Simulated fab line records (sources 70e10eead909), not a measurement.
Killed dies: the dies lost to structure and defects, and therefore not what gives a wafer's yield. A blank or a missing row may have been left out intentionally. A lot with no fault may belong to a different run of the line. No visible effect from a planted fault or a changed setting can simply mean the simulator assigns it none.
fab line records	flow nand_harc
record: lots: 13	wafers: 36	last_day: 24
route steps=1159 shown A_STAIRCASE@563 END@1159
lots that met no fault: from a run of the same line without faults
start_h: the number of hours between the record's first day and the start of the first shown wafer of the lot	wait_h: hours since the lot's step before	" same as the row above	L1.1+2: a row that stands for several wafers	- no value, or no start given	* or withheld: withheld	< > ~ a bound
route shown NAME@n: a module of which the file shows steps, and the number in the route of the first	usual: mean/standard deviation taken from wafers without a fault	same: alike in all rows	chamber/n: place in a boat	sites: the reading at each site	_std_site: standard deviation of those values	_edge_site: outer sites' mean less inner sites'	radius_mm: for every site, how far away it sits from the centre of the wafer	mask NAME#n: copy n	behind: the most recent tool/chamber to have shaped the wafer	hold: what put the lot on hold/how long, in hours/how the hold closed	device: the transistor (n, p or np) that didn't switch	end of line: the route-end tests of the same wafers	a step with no rows: only its recipe	killed: dies lost to structure and defects at the first sort, not the wafer's yield	map: the dies of a wafer, with x for killed, . for not killed, _ for no die there
set.NAME: the setting the step ran with; set.NAME@STEP: the setting that earlier step ran with	model.NAME: the simulator's own value behind a step, which no gauge read
a sample of lots followed through the steps of the route, with each step as a table and each wafer as a row
services: the hour from which a tool's chamber was out of use, counted from the record's first day as start_h (under 0 if before that day), plus the number of hours and why
== steps ==
step: NHARC_A_STAIRCASE_TRIM_26
recipe: time_s: 211.2	o2_flow_sccm: 500	ar_flow_sccm: 0	bias_w: 0	chemistry: O2
usual: drypump_motor_current_A: 5.8/0.36	oes_product_au: 1.001/0.0098	rf_vpp_V: 57.8/0.89	showerhead_plenum_p_Torr: 3.50/0.13	throttle_valve_pct: 17.036/0.0094
same: time_s: 211.2
lot.wafer	tool	chamber	start_h	wait_h	drypump_motor_current_A	oes_product_au	rf_hours_counter_h	rf_vpp_V	showerhead_plenum_p_Torr	throttle_valve_pct
L756.1	rie_diel-11	2	-	-	5.4	1.005	18	58.3	3.68	17.044
L756.2	"	0	"	"	6.1	1.008	10	57.0	3.57	17.031
L756.6	"	3	"	"	5.5	0.989	-	58.1	3.59	17.029
L758.2	rie_diel-03	0	-	-	5.9	0.999	8	57.8	3.53	17.016
L758.1	"	1	"	"	5.7	0.991	8	57.7	3.56	17.020
L758.5	"	3	"	"	5.7	0.983	-	57.9	3.40	17.033
L760.3	rie_diel-11	0	-	-	6.1	0.995	16	57.9	3.57	17.020
L760.4	"	2	"	"	5.4	1.016	23	58.7	3.68	17.038
L760.2	"	3	"	"	5.5	0.996	24	57.7	3.59	17.039
L759.1	rie_diel-02	3	-	-	6.5	0.997	38	57.5	3.28	17.038
L759.5	"	1	"	"	5.1	1.028	-	57.8	3.28	17.046
L759.6	"	2	"	"	5.6	1.007	-	58.3	3.44	17.027
L761.1	rie_diel-02	1	-	-	5.1	1.010	38	57.1	3.28	17.037
L761.3	"	2	"	"	5.7	1.008	42	57.4	3.44	17.020
L761.4	"	0	"	"	6.3	1.003	38	56.6	3.44	17.052
L764.3	rie_diel-11	1	-	-	5.8	0.997	32	58.1	3.57	17.033
L764.1	"	2	"	"	5.4	1.007	31	59.6	3.68	17.038
L764.2	"	3	"	"	5.5	1.007	33	58.5	3.58	17.033
L765.1	rie_diel-02	1	-	-	5.1	1.013	45	57.2	3.28	17.037
L765.4	"	2	"	"	5.7	1.013	49	56.3	3.44	17.021
L765.6	"	1	"	"	5.1	1.008	-	56.5	3.28	17.040
L770.4	rie_diel-11	2	-	-	5.4	1.002	43	57.9	3.67	17.048
L770.5	"	1	"	"	5.8	1.008	-	57.2	3.56	17.014
L770.6	"	2	"	"	5.4	1.007	-	57.7	3.67	17.037
L771.1	rie_diel-03	2	-	-	5.9	0.985	39	56.6	3.65	17.039
L771.5	"	2	"	"	5.9	0.999	-	58.2	3.65	17.036
L772.2	rie_diel-03	3	-	-	5.7	0.990	43	57.6	3.38	17.031
L772.1	"	0	"	"	5.9	1.009	39	58.1	3.51	17.040
L772.4	"	2	"	"	5.9	0.996	39	57.6	3.65	17.030
L769.4	rie_diel-11	2	-	-	5.4	1.009	52	57.4	3.66	17.046
L769.1	"	0	"	"	6.1	1.003	41	58.1	3.55	17.043
L774.4	rie_diel-11	0	-	-	6.1	1.008	46	56.6	3.55	17.038
L774.1	"	3	"	"	5.5	1.002	58	57.7	3.57	17.041
L778.4	rie_diel-03	1	-	-	5.7	1.011	50	58.4	3.54	17.044
L778.1	"	2	"	"	5.9	0.993	54	59.1	3.64	17.046
L778.2	"	3	"	"	5.7	0.993	55	57.7	3.37	17.057
step: NHARC_A_STAIRCASE_STRIP_175
recipe: power_w: 1500	temp_c: 250	chemistry: O2
usual: drypump_motor_current_A: 5.6/0.36	heater_power_w: 309/18
lot.wafer	tool	chamber	start_h	wait_h	drypump_motor_current_A	heater_power_w	rf_hours_counter_h
L758.2	plasma_asher-02	0	244.43	0.1	5.1	284	16
L758.1	"	1	"	"	6.3	321	16
L758.5	"	1	"	"	6.3	322	-
L756.2	plasma_asher-01	0	244.53	0.1	5.7	282	47
L756.1	"	1	"	"	5.4	340	47
L756.6	"	0	"	"	5.7	291	-
L760.2	plasma_asher-01	1	261.96	0.1	5.5	331	53
L760.3	"	0	"	"	5.7	295	-
L760.4	"	1	"	"	5.5	341	-
L759.1	plasma_asher-01	0	262.20	0.1	5.7	299	54
L759.6	"	0	"	"	5.7	291	-
L759.5	"	1	"	"	5.4	326	-
L761.1	plasma_asher-02	1	268.52	0.1	6.2	316	24
L761.4	"	1	"	"	6.2	319	-
L761.3	"	0	"	"	5.1	281	-
L764.2	plasma_asher-02	1	287.02	0.1	6.2	317	34
L764.1	"	0	"	"	5.1	282	34
L764.3	"	0	"	"	5.1	286	-
L765.1	plasma_asher-02	0	287.32	0.1	5.1	285	34
L765.4	"	1	"	"	6.2	316	-
L765.6	"	1	"	"	6.2	320	-
L770.4	plasma_asher-01	1	317.73	0.2	5.4	326	-
L770.5	"	0	"	"	5.7	297	-
L770.6	"	1	"	"	5.4	323	-
L771.1	plasma_asher-02	0	336.15	0.1	5.1	282	48
L771.5	"	0	"	"	5.2	283	-
L772.2	plasma_asher-01	1	336.31	0.1	5.4	326	16
L772.1	"	0	"	"	5.7	300	16
L772.4	"	1	"	"	5.4	325	-
L769.1	plasma_asher-01	0	337.45	0.2	5.7	299	16
L769.4	"	1	"	"	5.5	329	-
L774.1	plasma_asher-01	1	348.24	0.1	5.5	330	21
L774.4	"	0	"	"	5.7	296	-
L778.2	plasma_asher-01	1	375.69	0.1	5.4	320	33
L778.1	"	0	"	"	5.7	295	33
L778.4	"	0	"	"	5.7	301	-
step: NHARC_A_STAIRCASE_ETCH_188
recipe: target_depth_a: 1000	time_s: 40.5	ion_energy_ev: 400	c4f8_flow_sccm: 20	o2_flow_sccm: 10	ar_flow_sccm: withheld	rf_w: 600	bias_w: 1000	chemistry: C4F8/O2
usual: oes_product_au: 0.940/0.013	rf_vpp_V: 896/4.1	run_length_s: 61.9/0.33
lot.wafer	tool	chamber	start_h	wait_h	oes_product_au	rf_hours_counter_h	rf_vpp_V	run_length_s
L758.2	rie_diel-03	3	246.18	-	0.951	8	891	61.1
L758.1	"	0	"	"	0.955	8	896	61.5
L758.5	"	0	"	"	0.959	-	896	61.2
L756.1	rie_diel-02	1	246.34	-	0.953	30	886	61.6
L756.2	"	0	"	"	0.924	30	893	62.0
L756.6	"	1	"	"	0.950	-	887	62.4
L760.4	rie_diel-02	3	263.88	-	0.932	39	885	62.4
L760.2	"	0	"	"	0.921	35	892	61.8
L760.3	"	1	"	"	0.955	35	886	61.8
L759.1	rie_diel-11	1	264.06	-	0.927	25	898	61.8
L759.5	"	0	"	"	0.921	-	896	62.3
L759.6	"	1	"	"	0.929	-	897	62.0
L761.3	rie_diel-02	0	270.28	-	0.932	39	892	62.2
L761.1	"	1	"	"	0.946	39	888	61.7
L761.4	"	2	"	"	0.949	43	891	61.5
L764.1	rie_diel-11	1	288.78	-	0.936	32	897	61.7
L764.2	"	3	"	"	0.930	33	897	62.2
L764.3	"	0	"	"	0.931	25	899	62.5
L765.1	rie_diel-03	1	289.11	-	0.930	19	896	61.7
L765.4	"	3	"	"	0.927	24	892	61.7
L765.6	"	1	"	"	0.932	-	896	61.6
L770.4	rie_diel-03	1	319.22	-	0.961	29	897	61.5
L770.5	"	0	"	"	0.945	-	895	61.2
L770.6	"	1	"	"	0.957	-	896	61.9
L771.1	rie_diel-11	1	337.73	-	0.952	48	896	62.0
L771.5	"	2	"	"	0.958	-	902	51.0
L772.4	rie_diel-03	2	338.13	-	0.919	40	901	61.7
L772.2	"	3	"	"	0.930	43	890	61.4
L772.1	"	1	"	"	0.923	37	896	62.2
L769.4	rie_diel-11	2	339.36	-	0.928	53	901	50.9
L769.1	"	0	"	"	0.929	42	898	62.3
L774.1	rie_diel-11	0	350.02	-	0.933	47	895	62.3
L774.4	"	1	"	"	0.926	54	897	51.0
L778.4	rie_diel-02	2	377.58	-	0.948	15	892	61.5
L778.2	"	3	"	"	0.912	13	906	62.3
L778.1	"	0	"	"	0.912	13	893	61.7
step: NHARC_A_STAIRCASE_ETCH_190
recipe: target_depth_a: 1000	time_s: 40.5	ion_energy_ev: 400	c4f8_flow_sccm: 20	o2_flow_sccm: 10	ar_flow_sccm: withheld	rf_w: 600	bias_w: 1000	chemistry: C4F8/O2
usual: oes_product_au: 0.942/0.013	rf_vpp_V: 896/4.2	run_length_s: 61.9/0.38
same: time_s: 40.5
lot.wafer	tool	chamber	start_h	wait_h	oes_product_au	rf_hours_counter_h	rf_vpp_V	run_length_s
L758.2	rie_diel-03	0	-	-	0.949	8	897	61.2
L758.1	"	2	"	"	0.935	6	901	62.0
L758.5	"	0	"	"	0.941	-	896	61.3
L756.2	rie_diel-02	3	-	-	0.958	34	886	62.3
L756.1	"	1	"	"	0.951	30	886	61.6
L756.6	"	0	"	"	0.908	-	894	62.0
L760.3	rie_diel-02	0	-	-	0.917	35	893	62.0
L760.2	"	1	"	"	0.950	36	886	61.5
L760.4	"	2	"	"	0.938	40	895	61.7
L759.1	rie_diel-11	3	-	-	0.931	24	898	61.7
L759.6	"	3	"	"	0.926	-	899	61.7
L759.5	"	0	"	"	0.920	-	898	62.9
L761.3	rie_diel-02	1	-	-	0.972	39	887	61.6
L761.4	"	2	"	"	0.957	43	892	61.6
L761.1	"	0	"	"	0.940	39	892	61.8
L764.2	rie_diel-11	1	-	-	0.950	32	899	62.0
L764.1	"	2	"	"	0.957	32	903	61.6
L764.3	"	3	"	"	0.936	33	898	61.6
L765.4	rie_diel-03	0	-	-	0.928	22	895	61.3
L765.1	"	1	"	"	0.920	20	896	61.6
L765.6	"	0	"	"	0.936	-	895	61.7
L770.4	rie_diel-03	2	-	-	0.923	31	901	61.9
L770.5	"	1	"	"	0.969	-	896	61.5
L770.6	"	2	"	"	0.931	-	903	62.1
L771.1	rie_diel-11	3	-	-	0.938	53	899	61.5
L771.5	"	3	"	"	0.942	-	900	61.8
L772.1	rie_diel-03	1	-	-	0.945	37	897	61.8
L772.4	"	2	"	"	0.915	40	900	62.0
L772.2	"	3	"	"	0.926	44	891	61.3
L769.1	rie_diel-11	0	-	-	0.939	42	897	62.5
L769.4	"	1	"	"	0.938	49	897	61.7
L774.4	rie_diel-11	0	-	-	0.951	47	898	62.9
L774.1	"	1	"	"	0.939	55	897	61.9
L778.4	rie_diel-02	1	-	-	0.932	15	906	62.2
L778.2	"	2	"	"	0.973	15	892	61.5
L778.1	"	0	"	"	0.926	13	892	62.0
step: NHARC_END_SORT_01
recipe: temp_c: 25
usual: killed_at_array: 28/11	killed_at_other: 0.5/0.85	killed_at_periphery: 2.7/1.9	killed_dies: 32/12	killed_open: 3.3/1.6	killed_short: 2.1/1.5
same: gross_dies: 677
lot.wafer	tool	chamber	start_h	wait_h	killed_at_array	killed_at_other	killed_at_periphery	killed_dies	killed_open	killed_short
L769.1	prober-01	0	548.41	2.5	51	0	4	55	6	2
L769.4	prober-01	0	550.81	3.4	610	1	2	613	2	4
L771.1	prober-01	0	556.25	2.5	16	3	2	21	2	3
L771.5	prober-01	0	559.44	3.7	626	0	3	629	5	3
L774.1	prober-02	0	563.94	2.5	12	0	1	13	1	2
L774.4	prober-02	0	566.34	3.4	561	0	4	565	2	3
killed by level:class
L769.1 A_SLIT:chamber_film_flake=24 A_CHANNEL_HOLE_D1:chamber_film_flake=16 A_WL_FILL:geometric_particle:open=3 A_STAIRCASE:chamber_film_flake=3 P_CONTACT:geometric_particle:short=1 P_M0:geometric_particle:open=1 A_ONON_D1:geometric_particle:short=1 A_CONTACT:geometric_particle:open=1
L769.4 A_STAIRCASE:area_etch=578 A_SLIT:chamber_film_flake=14 A_CHANNEL_HOLE_D1:chamber_film_flake=8 A_STAIRCASE:chamber_film_flake=4 P_STI:geometric_particle:short=1 A_WL_FILL:geometric_particle:open=1 A_CONTACT:geometric_particle:open=1 A_CONTACT:geometric_particle:short=1
L771.1 A_CHANNEL_HOLE_D1:chamber_film_flake=8 A_STAIRCASE:chamber_film_flake=3 A_CONTACT:chamber_film_flake=3 P_CONTACT:geometric_particle:open=1 A_ONON_D1:geometric_particle:short=1 A_WL_FILL:geometric_particle:short=1 STARTING-WAFER:geometric_particle:short=1 P_BONDPAD:chamber_film_flake=1
L771.5 A_STAIRCASE:area_etch=608 A_CHANNEL_HOLE_D1:chamber_film_flake=5 A_CONTACT:chamber_film_flake=5 A_CHANNEL_FILL_D1:geometric_particle:open=2 P_M0:geometric_particle:open=1 P_M2:geometric_particle:short=1 A_ONON_D1:geometric_particle:open=1 A_CHANNEL_FILL_D1:chamber_film_flake=1
L774.1 A_CHANNEL_HOLE_D1:chamber_film_flake=4 A_WL_FILL:chamber_film_flake=2 P_CONTACT:geometric_particle:open=1 A_WL_FILL:geometric_particle:short=1 A_M0:geometric_particle:short=1 A_CHANNEL_FILL_D1:chamber_film_flake=1 A_STAIRCASE:chamber_film_flake=1 A_SLIT:chamber_film_flake=1
L774.4 A_STAIRCASE:area_etch=545 A_CHANNEL_HOLE_D1:chamber_film_flake=5 A_CONTACT:chamber_film_flake=4 A_STAIRCASE:chamber_film_flake=3 P_GATE:geometric_particle:short=1 P_M0:geometric_particle:open=1 A_ONON_D1:geometric_particle:short=1 A_WL_FILL:geometric_particle:short=1
== services ==
tool	chamber	start_h	hours	kind
rie_diel-11	0	223.77	14.4	repair
rie_diel-11	1	226.35	-	clean
rie_diel-11	2	226.35	-	clean
rie_diel-11	3	226.35	-	clean
rie_diel-03	2	233.58	4.2	repair
rie_diel-11	0	250.85	-	clean
rie_diel-11	1	250.85	-	clean
rie_diel-11	2	250.85	-	clean
rie_diel-11	3	250.85	-	clean
rie_diel-03	0	259.93	7.7	repair
rie_diel-03	1	267.17	12.7	repair
rie_diel-11	-	272.47	0.4	repair
rie_diel-11	0	275.35	-	clean
rie_diel-11	1	275.35	-	clean
rie_diel-11	2	275.35	-	clean
rie_diel-11	3	275.35	-	clean
plasma_asher-01	-	276.20	9.0	pm
rie_diel-11	0	299.85	-	clean
rie_diel-02	-	328.06	9.0	pm
rie_diel-11	-	339.93	0.7	repair
plasma_asher-02	-	360.96	9.0	pm
rie_diel-03	1	362.93	8.5	repair
rie_diel-11	-	368.53	9.0	pm
plasma_asher-02	-	373.73	1.6	repair
== key ==
first_sign: step: NHARC_A_STAIRCASE_ETCH_188	reading: run_length_s	direction: down	sigmas: 33	usual: *	struck: *
effect: step: NHARC_END_SORT_01	reading: killed_at_array	direction: up	sigmas: 50	usual: 28	struck: 599
more_kills_born_at: NHARC_A_STAIRCASE_ETCH_188@rie_diel-11: 1731
met_at NHARC_A_STAIRCASE_ETCH_188
struck_lots L769,L771,L774
struck_wafers L769.4,L771.5,L774.4
later_rows_left_out L769.4,L771.5,L774.4
tester_left_out L769,L771,L774
not_acting_at NHARC_A_STAIRCASE_TRIM_26,NHARC_A_STAIRCASE_STRIP_175,NHARC_A_STAIRCASE_ETCH_190
onset_between 288.78 337.73
fault: kind: process_parameter_drift	tool: rie_diel-11	chamber: -	onset_h: 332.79	steps: NHARC_A_STAIRCASE_ETCH_188	channel: time_s	offset: *	shape: step	end_h: 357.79	scope: struck_wafers_only	acts_in: *	stated: *
tester_left_out: of these lots the tester's yield and bins aren't shown, on N5 and GAA mostly nor the transistor test; their killed dies are dies lost to structure and defects alone, not to doping, threshold or leakage, so they don't give the yield
later_rows_left_out: the simulator's readings of these wafers behind a module that went badly wrong aren't trusted and aren't shown, but for the sort
